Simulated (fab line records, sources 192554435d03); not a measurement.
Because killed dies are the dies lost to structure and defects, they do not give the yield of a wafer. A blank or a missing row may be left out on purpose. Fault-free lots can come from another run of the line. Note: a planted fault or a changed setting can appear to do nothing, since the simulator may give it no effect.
Comparing a struck lot with a sound one | flow n5 finfet | 15 steps out of a route of 1938
Sound: wafers L967.1, L967.4. Struck: wafers L972.3, L972.4 (left out: L972.1, a lot-mate that was not struck); the cause follows at the end.
For every step that has rows: the tool of each side, followed by ch and its chambers, followed by its first start. Under that, the readings that differ: sound wafers | struck wafers | difference of the means | sigmas: that difference in standard deviations of wafers without a fault.
alike: readings with means less than 2 such deviations apart, plus words and numbers identical on both sides. not compared: withheld readings, readings lacking a value on some wafer, bounds such as >300 that could conceal the same value, and numbers that have no deviation in the record and whose values overlap.
Wherever a step has rows on one side only, a row that says differs or no value, or a row with sigmas, the two part there. Numbers that don't overlap but have no deviation are shown without sigmas and don't part them. A reading that every wafer of one side lacks parts them only if that side has two wafers or more.

N5_FIN_CUT_INSPECT_10: inspects for defects (brightfield).
  sound on defect inspect-02 at day 4 15:10; struck on defect inspect-02 at day 5 21:55
  alike: raw defect count
then, 1 step without rows for these wafers: N5_FIN_CUT_DESCUM_13 (chemistry O2, time 7 s).
N5_FIN_CUT_ETCH_30: etches underlayer in N2/H2, target depth 13 nm, time 10.4 s.
  sound on rie diel-03 ch 1,2, day 4 15:14; struck on rie diel-03 ch 2,3, day 5 22:08
  reading             | sound       | struck      | difference | sigmas
  n2 flow sccm (sccm) | 199.4 201.5 | 199.1 199.1 | -1.3       | -2
  alike: drypump motor current A, etch rf on time s, oes product au, rf vpp V, showerhead plenum p Torr, throttle valve pct
  not compared: rf hours counter h
N5_FIN_CUT_ETCH_20: etches SiARC in CF4, target depth 26 nm, time 43.3 s.
  sound on rie diel-03 ch 1,2, day 4 15:15; struck on rie diel-03 ch 2,3, day 5 22:09
  alike: cf4 flow sccm, drypump motor current A, etch rf on time s, oes product au, rf vpp V, showerhead plenum p Torr, throttle valve pct
  not compared: rf hours counter h
N5_FIN_CUT_ETCH_21: etches SOC in N2/H2, target depth 219 nm, overetch 43.8 nm, time 523.5 s.
  sound on rie diel-03 ch 1,2, day 4 15:17; struck on rie diel-03 ch 2,3, day 5 22:11
  alike: drypump motor current A, n2 flow sccm, oes product au, rf vpp V, showerhead plenum p Torr, throttle valve pct
  not compared: rf hours counter h
then, 2 steps without rows for these wafers: N5_FIN_CUT_STRIP_23 (strips in N2/H2); N5_FIN_CUT_STRIP_31 (strips in N2/H2).
N5_FIN_CUT_STRIP_24: strips in CF4.
  sound on rie diel-03 ch 1,2, day 4 15:37; struck on rie diel-03 ch 2,3, day 5 22:31
  alike: cf4 flow sccm, drypump motor current A, oes product au, rf vpp V, showerhead plenum p Torr, throttle valve pct
  not compared: rf hours counter h
then, 1 step without rows for these wafers: N5_FIN_CUT_CUT_ETCH_26 (etches SiNx in CH3F/O2, target depth 39 nm, time 55.7 s).
N5_FIN_CUT_CUT_ETCH_27: etches SiO2 in CHF3/O2, target depth 4 nm, overetch 2 nm, time 4.9 s.
  sound on rie diel-03 ch 1,2, day 4 15:40; struck on rie diel-03 ch 2,3, day 5 22:35
  alike: CHF3_flow_sccm, O2_flow_sccm, drypump motor current A, oes product au, rf vpp V, showerhead plenum p Torr, throttle valve pct
  not compared: rf hours counter h
then, 2 steps without rows for these wafers: N5_FIN_CUT_PRECLEAN_35 (cleans in vHF, time 13.3 s); N5_FIN_CUT_CUT_ETCH_15 (etches Si in HBr/Cl2/O2, target depth 100 nm, bt time 10 s, time 42.4 s).
N5_FIN_CUT_CUT_ETCH_28: etches Si in HBr/Cl2/O2, target depth 6 nm, time 2.4 s.
  sound on rie si-03 ch 1,3, day 4 15:53; struck on rie si-03 ch 0,3, day 5 22:47
  reading                  | sound       | struck      | difference | sigmas
  oes product au (a.u.)    | 0.988 0.978 | 1.004 1.054 | +0.046     | +3
  model.etch.depth nm (nm) | 6.06 5.965  | 7.911 8.342 | +2.114     |
  alike: O2_flow_sccm, drypump motor current A, mfc cl2 sccm, throttle valve pct
  not compared: rf hours counter h
then, 1 step without rows for these wafers: N5_FIN_CUT_STRIP_22 (strips in N2/H2).
-- the record jumps here: 6 days lie between the struck wafers' starts before and after (it left off in module FIN_CUT and takes up again in module BEOL_M4, whose first step shown is number 1111 of the route) --
N5_BEOL_M4_RC_MEAS_101:
  sound on prober-02 ch 0, day 10 10:58; struck on prober-01 ch 0, day 12 10:06
  reading        | sound     | struck    | difference | sigmas
  IOFF_P (nA/um) | 0.30 0.26 | 0.14 0.22 | -0.10      | -2
  alike: DIBL_N, DIBL_P, IOFF_N, ION_N, ION_P, SS_N, SS_P, VT_N, VT_P

WHERE THEY PART
First at N5_FIN_CUT_ETCH_30; last, within this record, at N5_BEOL_M4_RC_MEAS_101.

WHY: whatever the simulator had introduced
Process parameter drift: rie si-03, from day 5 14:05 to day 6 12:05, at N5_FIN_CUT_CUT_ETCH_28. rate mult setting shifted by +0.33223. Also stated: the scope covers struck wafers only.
